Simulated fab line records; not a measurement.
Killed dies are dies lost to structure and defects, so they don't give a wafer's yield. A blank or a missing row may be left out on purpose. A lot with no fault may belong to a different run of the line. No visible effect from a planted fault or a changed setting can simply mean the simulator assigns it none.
Chamber matching | flow n5Finfet | pecvd-01 running N5_BEOL_M5_DEP_56: 3 sister chambers
The step deposits SiCN from 3MS/NH3, target thk 8 nm, time 14 s. 3 wafers are shown with their chamber, then 11 later ones without.

EACH WAFER AND ITS CHAMBER
wafer  | chamber | throttleValvePct (%)
L076.1 | 2       | 8.2
L084.2 | 1       | 10.0
L087.1 | 0       | 9.2

WAFERS MISSING THEIR CHAMBER
wafer  | throttleValvePct (%)
L087.2 | 8.3
L087.5 | 10.3
L089.1 | 10.0
L089.3 | 8.3
L089.4 | 9.7
L093.1 | 8.1
L093.3 | 9.9
L093.4 | 8.0
L097.2 | 10.0
L097.4 | 10.0
L097.5 | 9.1

WHICH CHAMBER EACH ONE RAN IN
wafer  | from the rows above     | in truth
L087.2 | 2                       | 2
L087.5 | 1                       | 1
L089.1 | 1                       | 1
L089.3 | 2                       | 2
L089.4 | can't be placed: 1 or 0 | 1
L093.1 | 2                       | 2
L093.3 | 1                       | 1
L093.4 | 2                       | 2
L097.2 | 1                       | 1
L097.4 | 1                       | 1
L097.5 | 0                       | 0
Correct placement for 10 of the 11. These rows do not allow placing 1 (true chamber among the candidates in 1). 0 placed wrongly.
How it was worked out, from the rows above alone: a wafer's distance from a chamber is the root of the sum, over the readings, of the square of ((its reading less the chamber's mean) divided by the reading's scatter). If the next closest chamber is less than 2 further off than the closest, the wafer can't be placed; otherwise it belongs to the closest. Each chamber's mean is taken over the wafers shown for it. The scatter: with one shown wafer a chamber, the root of the mean of the squares of how far each hidden wafer lies from its nearest shown one.
